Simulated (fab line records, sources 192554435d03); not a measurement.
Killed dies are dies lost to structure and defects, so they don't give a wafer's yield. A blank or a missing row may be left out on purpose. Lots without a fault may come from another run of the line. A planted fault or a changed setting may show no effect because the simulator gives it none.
One fault seen from 2 desks | flow n5_finfet | each desk has only its own numbers; what lay behind them comes last

THE METROLOGY DESK
What the gauges read, lot by lot, whatever tool the lot ran on: means of the sampled wafers that have a number. A lot is out of limits, marked OUT, if its mean lies more than 4 standard deviations from the usual mean; the brackets give that distance. Of its 10 readings 7 are shown: those that lie furthest out on some lot.
Columns: A = DIBL_N at N5_BEOL_M4_RC_MEAS_101, usual 36.5 mV/V; B = DIBL_P at N5_BEOL_M4_RC_MEAS_101, usual 36.6 mV/V; C = IOFF_P at N5_BEOL_M4_RC_MEAS_101, usual 0.21 nA/um; D = ION_N at N5_BEOL_M4_RC_MEAS_101, usual 674 uA/um; E = ION_P at N5_BEOL_M4_RC_MEAS_101, usual 460 uA/um; F = SS_N at N5_BEOL_M4_RC_MEAS_101, usual 71.6 mV/dec; G = VT_P at N5_BEOL_M4_RC_MEAS_101, usual -250 mV
lot  | first seen here | A    | B    | C    | D   | E   | F    | G
L763 | day 9 03:48     | 35.7 | 34.7 | 0.20 | 659 | 458 | 71.1 | -249
L765 | day 9 18:14     | 36.4 | 36.2 | 0.25 | 684 | 476 | 71.9 | -244
L774 | day 12 04:43    | 38.1 | 36.8 | 0.17 | 662 | 446 | 71.6 | -256
L775 | day 12 05:31    | 38.7 | 39.1 | 0.21 | 670 | 451 | 72.3 | -253
L777 | day 12 23:04    | 38.0 | 38.3 | 0.21 | 692 | 464 | 71.5 | -250
This desk's finding: nothing out of limits on any of the 5 lots.

THE TOOL OWNER'S DESK: rie_diel-03
The tool's own readings at N5_GATE_CUT_ETCH_37 (etches SOC in N2/H2, target depth 60 nm, overetch 12 nm, time 90 s): means of the sampled wafers that have a number, for each lot that ran on this tool. A lot is out of limits, marked OUT, if its mean lies more than 4 standard deviations from the usual mean; the brackets give that distance.
Columns: A = drypump_motor_current_A at N5_GATE_CUT_ETCH_37, usual 5.6 A; B = h2_flow_sccm at N5_GATE_CUT_ETCH_37, usual 200.0 sccm; C = oes_product_au at N5_GATE_CUT_ETCH_37, usual 0.68 a.u.; D = rf_vpp_V at N5_GATE_CUT_ETCH_37, usual 523.3 V; E = showerhead_plenum_p_Torr at N5_GATE_CUT_ETCH_37, usual 2.53 Torr; F = throttle_valve_pct at N5_GATE_CUT_ETCH_37, usual 17.77 %
lot  | first seen here | A   | B     | C    | D     | E    | F
L765 | day 6 03:44     | 5.7 | 199.0 | 0.62 | 524.7 | 2.54 | 17.66
L774 | day 8 22:23     | 5.8 | 199.7 | 0.61 | 522.5 | 2.51 | 17.85
L775 | day 9 00:08     | 5.9 | 199.8 | 0.60 | 523.3 | 2.50 | 17.86
L777 | day 9 08:49     | 5.7 | 201.2 | 0.73 | 524.9 | 2.60 | 17.86
This desk's finding: nothing out of limits on any of the 4 lots.

PUT TOGETHER
The metrology desk saw nothing out of limits.
The tool owner's desk saw nothing out of limits.

WHAT THE SIMULATOR HAD PUT IN
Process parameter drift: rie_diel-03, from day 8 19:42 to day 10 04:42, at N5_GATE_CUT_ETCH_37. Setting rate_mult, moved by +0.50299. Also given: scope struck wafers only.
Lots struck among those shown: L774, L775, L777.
